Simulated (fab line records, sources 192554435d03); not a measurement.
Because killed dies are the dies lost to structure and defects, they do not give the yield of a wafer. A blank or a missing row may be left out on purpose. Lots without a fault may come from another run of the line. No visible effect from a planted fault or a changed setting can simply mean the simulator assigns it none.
Struck lot and sound lot, side by side | flow n5 finfet | 35 steps out of a route of 1938
Sound: wafers L795.1, L795.3, L795.5. Struck: wafers L809.3, L809.4, L809.6. At the end, the cause is stated.
Per side, at each step with rows, come the tool, then ch with its chambers, and then its first start. Under that, the readings that differ: sound wafers | struck wafers | difference of the means | sigmas: that difference in standard deviations of wafers without a fault.
alike: same words and numbers on both sides, and readings whose means sit less than 2 such deviations apart. not compared: any withheld reading, any reading some wafer has no value for, any bound like >300 that may hide the same value, and any number with overlapping values for which the record gives no deviation.
Wherever a step has rows on one side only, a row that says differs or no value, or a row with sigmas, the two part there. Non-overlapping numbers with no deviation appear without sigmas and do not part them. A reading missing from all wafers of one side parts the sides only when that side holds two or more wafers.

first, 9 steps without rows for these wafers: N5_BEOL_M3_ILD_DEP_00 (deposits SiOC from DEMS/O2, target thk 79 nm, time 15.3 s); N5_BEOL_M3_PECVD_72 (deposits SiO2 from TEOS/O2, target thk 16 nm, time 18 s); N5_BEOL_M3_HM_DEP_02 (deposits TiN, target thk 20 nm); N5_BEOL_M3_COAT_61 (time 60 s, resist thk 60 nm); N5_BEOL_M3_COAT_62 (time 60 s, resist thk 12 nm); N5_BEOL_M3_COAT_73 (time 60 s, resist thk 5 nm); N5_BEOL_M3_COAT_05 (resist thk 30 nm); N5_BEOL_M3_EBR_07; N5_BEOL_M3_SOFTBAKE_06 (time 60 s).
N5_BEOL_M3_EXPOSE_08: exposes mask M3.
  sound on euv scanner-01 ch 0, day 7 04:07; struck on euv scanner-01 ch 0, day 10 16:58
  reading                         | sound | struck   | difference | sigmas
  model.BEOL_M3.overlay x nm (nm) | 0 0 0 | 11 11 11 | +11        |
  alike: mask
then, 2 steps without rows for these wafers: N5_BEOL_M3_PEB_09 (peb time 60 s); N5_BEOL_M3_DEVELOP_10 (develop time 30 s).
N5_BEOL_M3_OVL_MEAS_12:
  sound on overlay-01 ch 0, day 7 04:16; struck on overlay-02 ch 0, day 10 17:08
  reading     | sound       | struck         | difference | sigmas
  M3_OVL (nm) | 1.0 0.9 0.3 | 10.5 11.7 11.4 | +10.5      | +13
then, 20 steps without rows for these wafers: N5_BEOL_M3_DESCUM_16 (chemistry O2, time 7 s); N5_BEOL_M3_ETCH_74 (etches underlayer in N2/H2, target depth 6.5 nm, time 5.2 s); N5_BEOL_M3_ETCH_63 (etches SiARC in CF4, target depth 15.6 nm, time 26 s); N5_BEOL_M3_ETCH_64 (etches SOC in N2/H2, target depth 75 nm, overetch 15 nm, time 112.5 s); N5_BEOL_M3_STRIP_65 (strips in N2/H2); N5_BEOL_M3_STRIP_75 (strips in N2/H2); N5_BEOL_M3_STRIP_66 (strips in CF4); N5_BEOL_M3_HM_OPEN_17 (chemistry Cl2/BCl3, target TiN, target depth 20 nm, overetch 6 nm); N5_BEOL_M3_STRIP_19 (strips in O2); N5_BEOL_M3_COAT_67 (time 60 s, resist thk 60 nm); N5_BEOL_M3_COAT_68 (time 60 s, resist thk 12 nm); N5_BEOL_M3_COAT_76 (time 60 s, resist thk 5 nm); N5_BEOL_M3_COAT_22 (resist thk 30 nm); N5_BEOL_M3_EBR_24; N5_BEOL_M3_SOFTBAKE_23 (time 60 s); N5_BEOL_M3_EXPOSE_25 (exposes mask V2, defocus 5 nm); N5_BEOL_M3_PEB_26 (peb time 60 s); N5_BEOL_M3_DEVELOP_27 (develop time 30 s); N5_BEOL_M3_DESCUM_33 (chemistry O2, time 7 s); N5_BEOL_M3_ETCH_77 (etches underlayer in N2/H2, target depth 6.5 nm, time 5.2 s).
N5_BEOL_M4_RC_MEAS_101:
  sound on prober-02 ch 0, day 8 02:02; struck on prober-01 ch 0, day 11 08:31
  alike: DIBL_N, DIBL_P, IOFF_N, IOFF_P, ION_N, ION_P, SS_N, SS_P, VT_N, VT_P
-- the record jumps here: 4 days lie between the struck wafers' starts before and after (it left off in module BEOL_M4 and takes up again in module PASSIVATION, whose first step shown is number 1936 of the route) --
N5_PASSIVATION_PROBE_49:
  only the struck wafers here have rows in the record (prober-02, day 15 16:45); the sound ones have none

== WHERE THEY PART ==
Earliest at N5_BEOL_M3_OVL_MEAS_12; latest, in this record, at N5_PASSIVATION_PROBE_49.

WHY: whatever the simulator had introduced
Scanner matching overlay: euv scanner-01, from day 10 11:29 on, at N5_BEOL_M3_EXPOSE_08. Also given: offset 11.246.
